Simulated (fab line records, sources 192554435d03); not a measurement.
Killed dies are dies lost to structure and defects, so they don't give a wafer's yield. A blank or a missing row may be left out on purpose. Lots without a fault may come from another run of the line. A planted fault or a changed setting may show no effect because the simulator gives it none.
Split-lot experiment | flow n5_finfet | 7 lots, 39 wafers read, on a route of 1938 steps

THE SPLIT
At N5_BEOL_M14_SPUTTER_43 (material TaN, target thk 15 nm, time 24.19 s), the setting target_thk_a was moved away from the recipe's 150 angstrom on 15 of the 39 wafers read, by -59.6% to +59.8%. The other wafers ran this setting at the recipe's value.

FROM THE SPLIT TO THE READING: what the file shows between them, 4 steps
- N5_BEOL_M14_SPUTTER_44: material Ta, target thk 15 nm, time 24.19 s
- N5_BEOL_M14_SPUTTER_45: material Cu, target thk 100 nm, time 16.67 s
- N5_BEOL_M14_ECD_47: material Cu, target thk 1248 nm
- N5_BEOL_M14_ANNEAL_48: time 90 s

THE READING
barrier_field_endpoint_s, in s, at N5_BEOL_M14_CMP_49 (polishes, stops on SiO2, t overpolish 5.2 s, target thk 560 nm). Fault-free wafers of this fab line usually give 11.37 s, standard deviation 0.27 s.

wafer  | tool, chamber at the split | target_thk_a as run, angstrom | against the recipe | barrier_field_endpoint_s, s | against lot-mates on the recipe
L076.1 | pvd_sputter-02, -          | 150                           | recipe             | 11.72                       | -
L076.3 | pvd_sputter-02, -          | 150                           | recipe             | 11.53                       | -
L076.2 | pvd_sputter-02, -          | 105.7                         | -29.5%             | 9.85                        | -1.55
L076.4 | pvd_sputter-02, -          | 150                           | recipe             | 10.96                       | -
L076.5 | pvd_sputter-02, -          | 105.7                         | -29.5%             | 9.90                        | -1.50
L076.6 | pvd_sputter-02, -          | 105.7                         | -29.5%             | 9.81                        | -1.59
L077.1 | pvd_sputter-03, -          | 150                           | recipe             | 11.14                       | -
L077.2 | pvd_sputter-03, -          | 150                           | recipe             | 11.88                       | -
L077.6 | pvd_sputter-03, -          | 150                           | recipe             | 11.65                       | -
L081.4 | pvd_sputter-02, -          | 150                           | recipe             | 11.51                       | -
L081.3 | pvd_sputter-02, -          | 239.7                         | +59.8%             | 14.53                       | +3.04
L081.1 | pvd_sputter-02, -          | 239.7                         | +59.8%             | 15.20                       | +3.71
L081.2 | pvd_sputter-02, -          | 150                           | recipe             | 11.60                       | -
L081.5 | pvd_sputter-02, -          | 150                           | recipe             | 11.36                       | -
L081.6 | pvd_sputter-02, -          | 239.7                         | +59.8%             | 14.20                       | +2.71
L084.1 | pvd_sputter-03, -          | 150                           | recipe             | 11.18                       | -
L084.3 | pvd_sputter-03, -          | 150                           | recipe             | 10.94                       | -
L084.2 | pvd_sputter-03, -          | 193.6                         | +29.1%             | 12.81                       | +1.61
L084.4 | pvd_sputter-03, -          | 193.6                         | +29.1%             | 13.15                       | +1.95
L084.5 | pvd_sputter-03, -          | 150                           | recipe             | 11.47                       | -
L084.6 | pvd_sputter-03, -          | 193.6                         | +29.1%             | 12.66                       | +1.46
L088.2 | pvd_sputter-03, -          | 206.4                         | +37.6%             | 13.59                       | +2.10
L088.1 | pvd_sputter-03, -          | 206.4                         | +37.6%             | 13.83                       | +2.34
L088.3 | pvd_sputter-03, -          | 150                           | recipe             | 11.44                       | -
L088.4 | pvd_sputter-03, -          | 206.4                         | +37.6%             | 13.37                       | +1.88
L088.6 | pvd_sputter-03, -          | 150                           | recipe             | 11.44                       | -
L088.5 | pvd_sputter-03, -          | 150                           | recipe             | 11.60                       | -
L095.1 | pvd_sputter-02, -          | 150                           | recipe             | 11.15                       | -
L095.2 | pvd_sputter-02, -          | 150                           | recipe             | 11.32                       | -
L095.3 | pvd_sputter-02, -          | 150                           | recipe             | 11.41                       | -
L095.4 | pvd_sputter-02, -          | 150                           | recipe             | 11.22                       | -
L095.6 | pvd_sputter-02, -          | 150                           | recipe             | 10.97                       | -
L095.5 | pvd_sputter-02, -          | 150                           | recipe             | 11.48                       | -
L093.3 | pvd_sputter-03, -          | 150                           | recipe             | 11.12                       | -
L093.1 | pvd_sputter-03, -          | 60.64                         | -59.6%             | 7.85                        | -3.10
L093.4 | pvd_sputter-03, -          | 60.64                         | -59.6%             | 7.59                        | -3.36
L093.2 | pvd_sputter-03, -          | 150                           | recipe             | 10.93                       | -
L093.5 | pvd_sputter-03, -          | 60.64                         | -59.6%             | 7.80                        | -3.15
L093.6 | pvd_sputter-03, -          | 150                           | recipe             | 10.79                       | -

THE FIT
A straight line over all 39 wafers: barrier_field_endpoint_s changes by +0.0571 s for each +1% of target_thk_a; r = +0.99; the points scatter about the line by 0.28 s.
The same after taking each lot's own level away (the mean of its wafers on the recipe; 39 wafers): +0.0539 s for each +1%; r = +0.99; scatter 0.23 s.
On that fit, the largest move of target_thk_a shifts the reading by 3.2 s.
The lots' own levels span 10.947 to 11.557 s, that is 2.3 times the standard deviation above.
So the lot-to-lot level changes the slope little: the two slopes agree.
Check: with one of the wafers moved furthest among these (+59.8%) left out of the fit, the line predicts +3.26 s for it against its lot-mates. It came out at +3.04 s against them.

OTHER SPLITS ON THESE WAFERS
These wafers also went through other splits before the reading. Each is held against what the fit with the lots' levels taken away leaves over:
other split on the same wafers | wafers away from the commonest value | r with barrier_field_endpoint_s (lot level and that fit taken away)
N5_BEOL_M10_ETCH_62 time_s     | 12                                   | +0.15
N5_BEOL_M11_ETCH_41 time_s     | 12                                   | +0.16

THE WHOLE CHAIN: every reading that the file lists as answering this split, in the file's order
step                   | what it does                                                   | reading                                                                            | change (the file's fit)               | r (the file's)
N5_BEOL_M14_SPUTTER_43 | material TaN, target thk 15 nm, time 24.19 s                   | TaN_of_BEOL_M14_SPUTTER_43.thk_nm (the simulator's own value, which no gauge read) | +0.15 nm for each +1% of the setting  | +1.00
N5_BEOL_M14_CMP_49     | polishes, stops on SiO2, t overpolish 5.2 s, target thk 560 nm | barrier_field_endpoint_s                                                           | +0.0539 s for each +1% of the setting | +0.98

THE FILE'S OWN FIT
barrier_field_endpoint_s changes by +0.0539 s for each +1% of target_thk_a, r = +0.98.
